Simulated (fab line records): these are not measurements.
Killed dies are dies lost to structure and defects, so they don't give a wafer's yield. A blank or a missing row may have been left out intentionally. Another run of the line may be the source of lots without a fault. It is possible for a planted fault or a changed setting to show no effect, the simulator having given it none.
Which of the tools did it? -- flow n5 finfet -- Sampling: 24 lots, 72 wafers, 2 of 1938 route steps

## WHAT THE GAUGES SHOWED, per wafer
N5_BEOL_M1_INSPECT_59: inspects for defects (darkfield).
lot,measured,on,raw defect count
L074,day 7 04:28,defect inspect-02,48 61 50
L075,day 7 04:43,defect inspect-01,78 53 28
L076,day 7 08:44,defect inspect-01,35 40 48
L077,day 7 09:03,defect inspect-01,61 67 77
L078,day 7 10:19,defect inspect-01,69 60 67
L079,day 7 20:10,defect inspect-01,70 83 84
L080,day 7 23:20,defect inspect-01,102 118 115
L081,day 8 05:50,defect inspect-02,43 61 51
L082,day 8 08:26,defect inspect-01,73 88 58
L084,day 8 20:10,defect inspect-01,49 41 63
L083,day 8 21:23,defect inspect-01,116 80 120
L085,day 9 02:04,defect inspect-02,65 76 74
L086,day 9 08:19,defect inspect-02,43 148 65
L087,day 9 16:34,defect inspect-01,104 69 63
L088,day 9 18:28,defect inspect-01,63 114 47
L089,day 10 06:26,defect inspect-01,130 111 113
L090,day 10 12:38,defect inspect-02,62 46 75
L091,day 11 04:19,defect inspect-01,79 80 76
L093,day 11 08:46,defect inspect-02,85 116 90
L092,day 11 09:02,defect inspect-02,79 99 69
L094,day 11 12:14,defect inspect-02,43 34 56
L095,day 12 08:46,defect inspect-02,100 61 99
L096,day 12 09:17,defect inspect-02,68 65 35
L097,day 12 17:04,defect inspect-02,93 113 95

## WHICH TOOL RAN EACH LOT (tool, then ch and the chambers of the sampled wafers, then the start)
lot,N5_BEOL_M1_PRE_CLEAN_60
L074,"cvd co-01 ch 0,1,2, day 7 04:13"
L075,"cvd co-02 ch 0,1, day 7 04:29"
L076,"cvd co-01 ch 0,2, day 7 08:29"
L077,"cvd co-02 ch 1,2, day 7 08:48"
L078,"cvd co-02 ch 0,1,2, day 7 10:04"
L079,"cvd co-02 ch 0,1,2, day 7 19:55"
L080,"cvd co-02 ch 1,2, day 7 23:05"
L081,"cvd co-02 ch 0,1,2, day 8 05:35"
L082,"cvd co-01 ch 0,1, day 8 08:10"
L084,"cvd co-02 ch 1,2, day 8 19:55"
L083,"cvd co-01 ch 0,1,2, day 8 21:07"
L085,"cvd co-02 ch 0,2, day 9 01:49"
L086,"cvd co-02 ch 0,1, day 9 08:05"
L087,"cvd co-02 ch 0,1,2, day 9 16:19"
L088,"cvd co-01 ch 0,2, day 9 18:13"
L089,"cvd co-02 ch 0,1, day 10 06:11"
L090,"cvd co-01 ch 1,2, day 10 12:23"
L091,"cvd co-02 ch 0,2, day 11 04:02"
L093,"cvd co-02 ch 0,1,2, day 11 08:31"
L092,"cvd co-02 ch 1,2, day 11 08:47"
L094,"cvd co-01 ch 0,2, day 11 11:59"
L095,"cvd co-02 ch 0,1,2, day 12 08:31"
L096,"cvd co-01 ch 0,1, day 12 09:02"
L097,"cvd co-02 ch 0,1,2, day 12 16:49"
- N5_BEOL_M1_PRE_CLEAN_60: time 15 s.

## WHAT THE TOOLS THEMSELVES READ (means of the sampled wafers that have a number; where no wafer has one, the mark that the record gives instead)
N5_BEOL_M1_PRE_CLEAN_60.
lot,tool,heater power w (W),rf fwd power W (W)
L074,cvd co-01,70,298.5
L075,cvd co-02,77,294.5
L076,cvd co-01,76,297.5
L077,cvd co-02,90,296.9
L078,cvd co-02,83,296.5
L079,cvd co-02,84,295.5
L080,cvd co-02,89,296.5
L081,cvd co-02,84,296.6
L082,cvd co-01,76,298.1
L084,cvd co-02,90,296.2
L083,cvd co-01,70,296.7
L085,cvd co-02,85,295.5
L086,cvd co-02,84,295.4
L087,cvd co-02,84,295.2
L088,cvd co-01,76,297.0
L089,cvd co-02,78,296.4
L090,cvd co-01,57,297.9
L091,cvd co-02,79,295.3
L093,cvd co-02,85,296.2
L092,cvd co-02,93,296.9
L094,cvd co-01,63,296.9
L095,cvd co-02,85,295.9
L096,cvd co-01,83,298.0
L097,cvd co-02,86,295.9

## THE ANSWER, worked out from the rows above alone
Rule: usual is defined by the lots themselves. The widest of any qualifying gaps counts: lots, ordered by their means at a reading, are off when they make up no more than a third of the lots, leave a main group of 4 or more, and stand apart from it by 3 or more times the standard deviation of that group's means. The tables above print the reading to a certain number of digits; a main group whose means all agree to those digits is not used. Also off: a lot with no number at a reading for which 4 or more lots have one. The other lots that the step has rows for count as sound. Order of review: gauges by route order, followed by the tools' own readings, for which a lot's mean as printed above is used. At the first step where some lot is off, the reading lying furthest off is the one used; lots without a number count as furthest.
Nothing can be told from this: no lot is off at any reading shown.

## WHAT HAD BEEN PUT IN BY THE SIMULATOR
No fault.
